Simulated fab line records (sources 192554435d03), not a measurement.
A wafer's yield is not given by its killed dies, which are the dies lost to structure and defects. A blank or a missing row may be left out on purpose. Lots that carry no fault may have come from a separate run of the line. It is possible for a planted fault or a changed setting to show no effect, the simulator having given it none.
Check for tools in common :: flow n5 finfet :: 10 lots and 30 wafers in the sample

## WHY IT WAS OPENED
Flagged at N5_FIN_SAQP_INSPECT_40: reading raw defect count, on 3 of 10 lots. Wafers without a fault read 217, standard deviation 56.
Rule: a lot gets a flag if all its wafers with a number sit over 4 standard deviations from that mean, or if no wafer of it has a number. All remaining lots are regarded as sound.

lot: L807
measured: day 2 03:38
on: defect inspect-01
raw defect count, wafer by wafer: 228 190 247
flag: 

lot: L811
measured: day 3 03:15
on: defect inspect-01
raw defect count, wafer by wafer: 233 183 178
flag: 

lot: L816
measured: day 4 08:25
on: defect inspect-01
raw defect count, wafer by wafer: 162 180 197
flag: 

lot: L822
measured: day 5 20:12
on: defect inspect-01
raw defect count, wafer by wafer: 194 156 156
flag: 

lot: L823
measured: day 6 02:10
on: defect inspect-02
raw defect count, wafer by wafer: 617 683 630
flag: FLAGGED

lot: L824
measured: day 6 07:59
on: defect inspect-01
raw defect count, wafer by wafer: 536 539 589
flag: FLAGGED

lot: L825
measured: day 6 15:23
on: defect inspect-02
raw defect count, wafer by wafer: 581 509 594
flag: FLAGGED

lot: L828
measured: day 7 10:51
on: defect inspect-02
raw defect count, wafer by wafer: 152 179 222
flag: 

lot: L829
measured: day 7 14:16
on: defect inspect-01
raw defect count, wafer by wafer: 153 157 167
flag: 

lot: L830
measured: day 7 22:44
on: defect inspect-01
raw defect count, wafer by wafer: 268 270 172
flag: 
The mean of the flagged lots' numbers is 586, +369 from the usual (+7 standard deviations).

## LOT BY LOT: THE TOOL USED
The record holds 1 process step before the reading, out of a route of 1938 steps. Cell contents, in order: the tool; ch with the chambers the sampled wafers went through; the start.
lot: L807
flag: 
N5_FIN_SAQP_PRECLEAN_00: wet bench-01 ch 3,5,6, day 1 20:47

lot: L811
flag: 
N5_FIN_SAQP_PRECLEAN_00: wet bench-01 ch 1,6,7, day 2 20:44

lot: L816
flag: 
N5_FIN_SAQP_PRECLEAN_00: wet bench-01 ch 0,5,6, day 4 02:31

lot: L822
flag: 
N5_FIN_SAQP_PRECLEAN_00: wet bench-02 ch 1,4,5, day 5 14:20

lot: L823
flag: FLAGGED
N5_FIN_SAQP_PRECLEAN_00: wet bench-01 ch 0,1,5, day 5 20:32

lot: L824
flag: FLAGGED
N5_FIN_SAQP_PRECLEAN_00: wet bench-01 ch 1,3,4, day 6 02:31

lot: L825
flag: FLAGGED
N5_FIN_SAQP_PRECLEAN_00: wet bench-01 ch 0,6,7, day 6 09:15

lot: L828
flag: 
N5_FIN_SAQP_PRECLEAN_00: wet bench-02 ch 3,5,7, day 7 03:43

lot: L829
flag: 
N5_FIN_SAQP_PRECLEAN_00: wet bench-04 ch 0,5,6, day 7 08:21

lot: L830
flag: 
N5_FIN_SAQP_PRECLEAN_00: wet bench-02 ch 0,2,4, day 7 14:53
What these steps do:
- N5_FIN_SAQP_PRECLEAN_00: cleans in SC1, time 60 s.
- N5_FIN_SAQP_INSPECT_40: inspects for defects (brightfield).

## FLAGGED OVER TOTAL, TOOL BY TOOL (the gauges that took the reading come last)
step: N5_FIN_SAQP_PRECLEAN_00
tool: wet bench-01
lots run: 6
flagged: 3
share of the flagged lots: all
sound lots run after its first flagged lot: 0

step: N5_FIN_SAQP_PRECLEAN_00
tool: wet bench-02
lots run: 3
flagged: 0
share of the flagged lots: none
sound lots run after its first flagged lot: -

step: N5_FIN_SAQP_PRECLEAN_00
tool: wet bench-04
lots run: 1
flagged: 0
share of the flagged lots: none
sound lots run after its first flagged lot: -

step: N5_FIN_SAQP_INSPECT_40
tool: defect inspect-01
lots run: 7
flagged: 1
share of the flagged lots: some
sound lots run after its first flagged lot: 2 (L829,L830)

step: N5_FIN_SAQP_INSPECT_40
tool: defect inspect-02
lots run: 3
flagged: 2
share of the flagged lots: some
sound lots run after its first flagged lot: 1 (L828)

## WHAT IS ALLOWED BY THE TABLE
1 row of the table ran every flagged lot: wet bench-01 at N5_FIN_SAQP_PRECLEAN_00.
- wet bench-01 at N5_FIN_SAQP_PRECLEAN_00 ran 6 lots, 3 of them flagged. Its last sound lot is L816 (day 4 02:31), its first flagged lot L823 (day 5 20:32): a fault that began between those two fits.
One tool is left: wet bench-01 at N5_FIN_SAQP_PRECLEAN_00.

## WHAT WAS PUT IN BY THE SIMULATOR
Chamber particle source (wet bench-01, N5_FIN_SAQP_PRECLEAN_00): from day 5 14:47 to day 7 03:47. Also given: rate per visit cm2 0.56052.
Shown lots that were struck: L823, L824, L825. Same finding as the rule above.
